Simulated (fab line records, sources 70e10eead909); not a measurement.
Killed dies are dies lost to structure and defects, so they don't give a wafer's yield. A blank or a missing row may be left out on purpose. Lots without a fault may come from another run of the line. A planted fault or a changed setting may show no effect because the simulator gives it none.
Which tool did it? | flow nand_harc | 12 lots, 36 wafers sampled, at 5 steps of a route of 1302

WHAT THE GAUGES READ, wafer by wafer
NHARC_A_SGD_CUT_CD_MEAS_09: target cd 100 nm. Usual: cd_nm 100.1 nm, standard deviation 0.39.
lot  | measured     | on        | cd_nm (nm)        | flag
L542 | day 19 23:10 | cd_sem-01 | 99.4 100.4 99.7   |
L544 | day 20 02:35 | cd_sem-02 | 100.3 100.3 99.9  |
L545 | day 20 02:59 | cd_sem-03 | 100.2 99.7 100.7  |
L547 | day 20 19:05 | cd_sem-03 | 100.1 100.3 100.4 |
L550 | day 22 11:54 | cd_sem-02 | 99.7 100.5 99.8   |
L551 | day 22 12:36 | cd_sem-03 | 99.4 99.4 99.3    |
L552 | day 23 18:04 | cd_sem-03 | 100.1 100.3 100.0 |
L555 | day 24 03:09 | cd_sem-03 | 100.4 100.2 100.5 |
L561 | day 26 21:53 | cd_sem-03 | 100.3 100.2 100.0 |
L560 | day 27 03:32 | cd_sem-01 | 99.5 99.9 99.6    |
L562 | day 28 21:35 | cd_sem-02 | 99.9 100.4 99.7   |
L565 | day 28 20:53 | cd_sem-02 | 100.1 99.9 100.3  |

NHARC_END_SORT_01. Usual: killed_at_array 58, standard deviation 20; killed_at_other 0.9, standard deviation 1.4; killed_at_periphery 4, standard deviation 3.1; killed_dies 63, standard deviation 20; killed_open 3.3, standard deviation 1.8; killed_short 2.4, standard deviation 1.5.
lot  | measured     | on        | killed_at_array | killed_at_other | killed_at_periphery | killed_dies | killed_open | killed_short | flag
L551 | day 28 15:16 | prober-01 | 153 111 147     | 0 0 0           | 10 4 14             | 163 115 161 | 2 5 3       | 0 3 3        | OFF
L552 | day 30 01:38 | prober-01 | 125 106 142     | 0 1 3           | 1 4 2               | 126 111 147 | 5 2 4       | 5 0 1        | OFF

WHICH TOOL RAN EACH LOT (tool, then ch and the chambers of the sampled wafers, then the start)
lot  | NHARC_A_STAIRCASE_ETCH_451         | NHARC_A_STAIRCASE_STRIP_446          | NHARC_A_SGD_CUT_DESCUM_14
L542 | rie_diel-13 ch 1,2,3, day 17 03:37 | plasma_asher-01 ch 0,1, day 19 17:15 | rie_diel-09 ch 0,1,3, day 19 23:22
L544 | rie_diel-01 ch 0,1,2, day 17 11:02 | plasma_asher-01 ch 0,1, day 19 23:00 | rie_diel-02 ch 0,2,3, day 20 02:46
L545 | rie_diel-01 ch 2,3, day 17 12:53   | plasma_asher-02 ch 0,1, day 19 23:25 | rie_diel-09 ch 1,2,3, day 20 03:11
L547 | rie_diel-13 ch 0,1,3, day 18 10:05 | plasma_asher-01 ch 0,1, day 20 15:07 | rie_diel-02 ch 0,2,3, day 20 19:16
L550 | rie_diel-13 ch 0,1,2, day 19 13:10 | plasma_asher-01 ch 0,1, day 22 08:39 | rie_diel-09 ch 2,3, day 22 12:05
L551 | rie_diel-01 ch 1,2, day 19 22:11   | plasma_asher-01 ch 0, day 22 09:13   | rie_diel-02 ch 0,2, day 22 17:02
L552 | rie_diel-01 ch 0,2,3, day 20 19:22 | plasma_asher-02 ch 0,1, day 23 14:36 | rie_diel-09 ch 0,1,3, day 23 21:02
L555 | rie_diel-13 ch 0,1,3, day 21 15:02 | plasma_asher-01 ch 0,1, day 23 23:58 | rie_diel-02 ch 0,2,3, day 24 03:21
L561 | rie_diel-13 ch 0,3, day 24 08:12   | plasma_asher-02 ch 0,1, day 26 18:46 | rie_diel-02 ch 0,1,3, day 26 22:05
L560 | rie_diel-13 ch 0,1,2, day 24 13:52 | plasma_asher-01 ch 0,1, day 27 00:25 | rie_diel-07 ch 0,2,3, day 27 03:44
L562 | rie_diel-13 ch 0,1,3, day 25 07:01 | plasma_asher-02 ch 0,1, day 28 17:19 | rie_diel-07 ch 0,1,2, day 28 21:47
L565 | rie_diel-01 ch 0,2,3, day 26 09:59 | plasma_asher-01 ch 0,1, day 28 16:50 | rie_diel-02 ch 0,1,3, day 28 21:04
- NHARC_A_STAIRCASE_ETCH_451: etches the open film in CF4/O2, target depth 30 nm, overetch 3 nm, time 16.5 s.
- NHARC_A_STAIRCASE_STRIP_446: strips in O2.
- NHARC_A_SGD_CUT_DESCUM_14: chemistry O2, time 3 s.

WHAT THE TOOLS THEMSELVES READ (means of the sampled wafers that have a number; where no wafer has one, the mark that the record gives instead)
NHARC_A_STAIRCASE_ETCH_451. Usual: bias_w 99.95 W, standard deviation 0.27; cf4_flow_sccm 79.98 sccm, standard deviation 0.25; drypump_motor_current_A 5.8 A, standard deviation 0.43; oes_product_au 1.001 a.u., standard deviation 0.0081; rf_vpp_V 198.2 V, standard deviation 1.7; showerhead_plenum_p_Torr 1.35 Torr, standard deviation 0.069; throttle_valve_pct 13.397 %, standard deviation 0.0083.
lot  | tool        | bias_w (W) | cf4_flow_sccm (sccm) | drypump_motor_current_A (A) | oes_product_au (a.u.) | rf_vpp_V (V) | showerhead_plenum_p_Torr (Torr) | throttle_valve_pct (%) | flag
L542 | rie_diel-13 | 100.06     | 80.07                | 6.0                         | 0.999                 | 198.4        | 1.35                            | 13.390                 |
L544 | rie_diel-01 | 100.01     | 79.85                | 5.6                         | 0.992                 | 198.3        | 1.36                            | 13.394                 |
L545 | rie_diel-01 | 99.87      | 80.16                | 6.3                         | 1.009                 | 197.4        | 1.33                            | 13.400                 |
L547 | rie_diel-13 | 100.21     | 79.81                | 5.8                         | 1.002                 | 198.8        | 1.37                            | 13.395                 |
L550 | rie_diel-13 | 100.00     | 79.80                | 5.7                         | 1.003                 | 198.1        | 1.37                            | 13.395                 |
L551 | rie_diel-01 | 100.19     | 80.23                | 5.6                         | 0.994                 | 197.5        | 1.30                            | 13.393                 |
L552 | rie_diel-01 | 99.70      | 79.85                | 5.9                         | 0.994                 | 199.4        | 1.37                            | 13.394                 |
L555 | rie_diel-13 | 100.06     | 79.91                | 5.8                         | 0.997                 | 198.4        | 1.36                            | 13.399                 |
L561 | rie_diel-13 | 100.14     | 79.99                | 5.7                         | 1.001                 | 199.5        | 1.41                            | 13.385                 |
L560 | rie_diel-13 | 100.04     | 79.94                | 5.7                         | 0.994                 | 197.6        | 1.36                            | 13.399                 |
L562 | rie_diel-13 | 100.20     | 80.24                | 5.8                         | 1.006                 | 198.2        | 1.36                            | 13.406                 |
L565 | rie_diel-01 | 100.12     | 79.70                | 5.9                         | 0.992                 | 198.8        | 1.36                            | 13.394                 |

NHARC_A_STAIRCASE_STRIP_446. Usual: drypump_motor_current_A 5.8 A, standard deviation 0.34; heater_power_w 338 W, standard deviation 41.
lot  | tool            | drypump_motor_current_A (A) | heater_power_w (W) | flag
L542 | plasma_asher-01 | 5.5                         | 307                |
L544 | plasma_asher-01 | 5.5                         | 306                |
L545 | plasma_asher-02 | 6.2                         | 394                |
L547 | plasma_asher-01 | 5.5                         | 304                |
L550 | plasma_asher-01 | 5.5                         | 304                |
L551 | plasma_asher-01 | 5.4                         | 307                |
L552 | plasma_asher-02 | 6.0                         | 366                |
L555 | plasma_asher-01 | 5.7                         | 304                |
L561 | plasma_asher-02 | 6.2                         | 396                |
L560 | plasma_asher-01 | 5.5                         | 301                |
L562 | plasma_asher-02 | 6.2                         | 388                |
L565 | plasma_asher-01 | 5.5                         | 301                |

NHARC_A_SGD_CUT_DESCUM_14. Usual: drypump_motor_current_A 5.8 A, standard deviation 0.41; oes_product_au 0.998 a.u., standard deviation 0.0081; rf_vpp_V 57.8 V, standard deviation 0.84; showerhead_plenum_p_Torr 1.87 Torr, standard deviation 0.054; throttle_valve_pct 11.311 %, standard deviation 0.0088.
lot  | tool        | drypump_motor_current_A (A) | oes_product_au (a.u.) | rf_vpp_V (V) | showerhead_plenum_p_Torr (Torr) | throttle_valve_pct (%) | flag
L542 | rie_diel-09 | 5.8                         | 0.995                 | 57.4         | 1.89                            | 11.318                 |
L544 | rie_diel-02 | 5.9                         | 1.006                 | 57.3         | 1.84                            | 11.312                 |
L545 | rie_diel-09 | 6.1                         | 1.000                 | 58.4         | 1.86                            | 11.313                 |
L547 | rie_diel-02 | 5.9                         | 0.992                 | 57.7         | 1.84                            | 11.299                 |
L550 | rie_diel-09 | 5.9                         | 0.995                 | 57.1         | 1.81                            | 11.314                 |
L551 | rie_diel-02 | 5.7                         | 0.999                 | 58.9         | 1.87                            | 11.312                 |
L552 | rie_diel-09 | 5.8                         | 1.008                 | 57.3         | 1.89                            | 11.311                 |
L555 | rie_diel-02 | 5.9                         | 1.004                 | 57.7         | 1.84                            | 11.312                 |
L561 | rie_diel-02 | 5.6                         | 0.993                 | 57.5         | 1.88                            | 11.312                 |
L560 | rie_diel-07 | 5.5                         | 0.991                 | 57.6         | 1.89                            | 11.312                 |
L562 | rie_diel-07 | 5.9                         | 0.989                 | 58.0         | 1.90                            | 11.306                 |
L565 | rie_diel-02 | 5.6                         | 0.996                 | 57.9         | 1.88                            | 11.319                 |

THE ANSWER, worked out from the rows above alone
Rule: a lot is off if the mean of its wafers that have a number lies more than 3 standard deviations from the usual mean. A lot without any number at a reading at which 4 lots or more have one is off too. The other lots that the step has rows for count as sound. The gauges are gone through in route order, then the tools' own readings, and for those a lot's mean is taken as printed above. The first step at which some lot is off is used, and at that step the reading that is off furthest; a lot without a number counts as furthest.
Off: L551, L552, at NHARC_END_SORT_01 (killed_dies). Neither off nor sound, because the step has no rows for them: L542, L544, L545, L547, L550, L555, L561, L560, L562, L565.
A tool fits if, at a process step before that reading, it ran every lot that is off, and no sound lot after the first of them. The gauges at NHARC_END_SORT_01 are tried like those tools. Can't be told from this: 2 tools fit, rie_diel-01 at NHARC_A_STAIRCASE_ETCH_451, prober-01 at NHARC_END_SORT_01.

WHAT THE SIMULATOR HAD PUT IN
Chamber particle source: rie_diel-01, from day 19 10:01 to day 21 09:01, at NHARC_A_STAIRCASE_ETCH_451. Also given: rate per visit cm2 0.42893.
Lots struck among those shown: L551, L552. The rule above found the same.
